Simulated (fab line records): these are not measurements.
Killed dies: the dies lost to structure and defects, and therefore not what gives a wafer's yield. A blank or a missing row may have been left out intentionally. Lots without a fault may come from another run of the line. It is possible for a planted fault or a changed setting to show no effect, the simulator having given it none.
Lot-split experiment    flow n5Finfet    on a route of 1938 steps: 7 lots, 21 wafers read

## SPLIT DETAILS
At N5_WELL_APT_COAT_02 (resist thk 950 nm), the setting spinRpm was moved away from the recipe's 1357 rpm on 8 of the 21 wafers read, by -8.0% to +9.4%. For the rest of the wafers, this setting stayed at what the recipe calls for.

The reading is taken at the split's own step.

## THE READING
coat_of_WELL_APT_COAT_02.thkNm (the simulator's own value, which no gauge read), in nm, at N5_WELL_APT_COAT_02 (resist thk 950 nm). There is no usual value for it anywhere in the file. Here, 13 wafers ran the recipe; their average is 949.9 nm with a standard deviation of 1.6 nm.

wafer   tool, chamber at the split  spinRpm as run, rpm  against the recipe  coat_of_WELL_APT_COAT_02.thkNm, nm  against lot-mates on the recipe
L075.1  lithoTrack-03, 0            1425                 +5.0%               925.1                               -21.8
L075.2  lithoTrack-03, 0            1425                 +5.0%               925                                 -21.9
L075.4  lithoTrack-03, 0            1357                 recipe              946.9                               -
L086.2  lithoTrack-05, 0            1357                 recipe              948.3                               -
L086.3  lithoTrack-05, 0            1357                 recipe              950.6                               -
L086.4  lithoTrack-05, 0            1357                 recipe              949.4                               -
L087.2  lithoTrack-02, 0            1357                 recipe              950.9                               -
L087.4  lithoTrack-02, 0            1357                 recipe              949.4                               -
L087.5  lithoTrack-02, 0            1432                 +5.5%               926.5                               -23.6
L090.1  lithoTrack-03, 0            1269                 -6.5%               979.8                               +28.4
L090.3  lithoTrack-03, 0            1269                 -6.5%               985.6                               +34.2
L090.4  lithoTrack-03, 0            1357                 recipe              951.4                               -
L091.1  lithoTrack-02, 0            1357                 recipe              949.8                               -
L091.3  lithoTrack-02, 0            1357                 recipe              952                                 -
L091.5  lithoTrack-02, 0            1485                 +9.4%               906.8                               -44.1
L092.2  lithoTrack-03, 0            1357                 recipe              949.1                               -
L092.3  lithoTrack-03, 0            1357                 recipe              949.5                               -
L092.5  lithoTrack-03, 0            1248                 -8.0%               988.7                               +39.4
L093.1  lithoTrack-03, 0            1357                 recipe              953.3                               -
L093.4  lithoTrack-03, 0            1461                 +7.7%               917.8                               -33.0
L093.5  lithoTrack-03, 0            1357                 recipe              948.4                               -

FIT RESULTS
A straight line over all 21 wafers: coat_of_WELL_APT_COAT_02.thkNm changes by -4.7 nm for each +1% of spinRpm; r = -0.99; the points scatter about the line by 2.1 nm.
The same after taking each lot's own level away (the mean of its wafers on the recipe; 21 wafers): -4.63 nm for each +1%; r = -1.00; scatter 1.6 nm.
That fit puts the effect of the largest move of spinRpm on the reading at 44 nm.
The lots' own levels span 946.90 to 951.40 nm, that is 2.7 times the standard deviation above.
So the lot-to-lot level changes the slope little: the two slopes agree.
Check: with one of the wafers moved furthest among these (+9.4%) left out of the fit, the line predicts -42.8 nm for it against its lot-mates. It came out at -44.1 nm against them.

## THE FILE'S OWN FIT
coat_of_WELL_APT_COAT_02.thkNm changes by -4.61 nm for each +1% of spinRpm, r = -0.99.
